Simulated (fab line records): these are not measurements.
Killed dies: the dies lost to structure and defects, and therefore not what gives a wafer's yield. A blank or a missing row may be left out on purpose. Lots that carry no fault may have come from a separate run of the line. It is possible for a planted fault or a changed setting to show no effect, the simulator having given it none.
A struck lot beside a sound one + flow n5-finfet + 16 out of 1938 route steps
Sound: wafers L159.1, L159.3, L159.6. Wafers struck: L155.4, L155.5, L155.6. The cause is given at the end.
Order at every step that has rows: each side's tool, ch and its chambers, its first start. Under that, the readings that differ: sound wafers + struck wafers + difference of the means + sigmas: that difference in standard deviations of wafers without a fault.
alike: a reading whose means differ by less than 2 such deviations, as well as words and numbers matching on both sides. not compared: withheld readings; readings where some wafer has no value; bounds like >300 that might hide an equal value; numbers whose values overlap and for which the record gives no deviation.
Wherever a step has rows on one side only, a row that says differs or no value, or a row with sigmas, the two part there. When numbers do not overlap yet have no deviation, they are printed without sigmas and do not part them. A reading that every wafer of one side lacks parts them only if that side has two wafers or more.

first, 1 step without rows for these wafers: N5_BEOL_M3_CVD_47 (deposits Co from CCTBA/H2, target thk 3 nm, time 223.8 s).
N5_BEOL_M3_SPUTTER_48: material Cu, target thk 4.5 nm, time 8.29 s.
  struck on pvd-sputter-02, day 9 09:43; sound on pvd-sputter-02, day 10 18:38
  alike: susceptor-temp-C, throttle-valve-pct
then, 3 steps without rows for these wafers: N5_BEOL_M3_ANNEAL_49 (time 240 s); N5_BEOL_M3_SPUTTER_79 (material Cu, target thk 4.5 nm, time 8.29 s); N5_BEOL_M3_ANNEAL_80 (time 240 s).
N5_BEOL_M3_SPUTTER_81: material Cu, target thk 4.5 nm, time 8.29 s.
  struck on pvd-sputter-02, day 9 10:10; sound on pvd-sputter-02, day 10 19:04
  alike: susceptor-temp-C, throttle-valve-pct
then, 4 steps without rows for these wafers: N5_BEOL_M3_ANNEAL_82 (time 240 s); N5_BEOL_M3_SPUTTER_86 (material Cu, target thk 4.5 nm, time 8.29 s); N5_BEOL_M3_ANNEAL_87 (time 240 s); N5_BEOL_M3_SPUTTER_88 (material Cu, target thk 4.5 nm, time 8.29 s).
N5_BEOL_M3_ANNEAL_89: time 240 s.
  struck on pvd-sputter-02, day 9 10:41; sound on pvd-sputter-02, day 10 19:35
  alike: heater-power-w, susceptor-temp-C
N5_BEOL_M3_SPUTTER_90: material Cu, target thk 4.5 nm, time 8.29 s.
  struck on pvd-sputter-02, day 9 10:49; sound on pvd-sputter-02, day 10 19:44
  alike: susceptor-temp-C, throttle-valve-pct
N5_BEOL_M3_ANNEAL_91: time 240 s.
  struck on pvd-sputter-02, day 9 10:54; sound on pvd-sputter-02, day 10 19:49
  no value came back on the struck wafers for heater-power-w (W), susceptor-temp-C (C), time-s (s); on the sound wafers heater-power-w (W) reads 779 810 790
N5_BEOL_M3_SPUTTER_92: material Cu, target thk 4.5 nm, time 8.29 s.
  struck on pvd-sputter-02, day 9 11:02; sound on pvd-sputter-02, day 10 19:57
  alike: susceptor-temp-C, throttle-valve-pct
N5_BEOL_M4_RC_MEAS_101:
  sound on prober-02 ch 0, day 11 14:08; struck on prober-01 ch 0, day 10 16:30
  alike: DIBL_N, DIBL_P, IOFF_N, IOFF_P, ION_N, ION_P, SS_N, SS_P, VT_N, VT_P
N5_PASSIVATION_PROBE_49:
  the record has rows for the sound wafers here (prober-02, day 16 08:37) and none for the struck ones

WHERE THEY PART
Earliest at N5_BEOL_M3_ANNEAL_91; latest, in this record, at N5_PASSIVATION_PROBE_49.

WHY: the cause the simulator had injected
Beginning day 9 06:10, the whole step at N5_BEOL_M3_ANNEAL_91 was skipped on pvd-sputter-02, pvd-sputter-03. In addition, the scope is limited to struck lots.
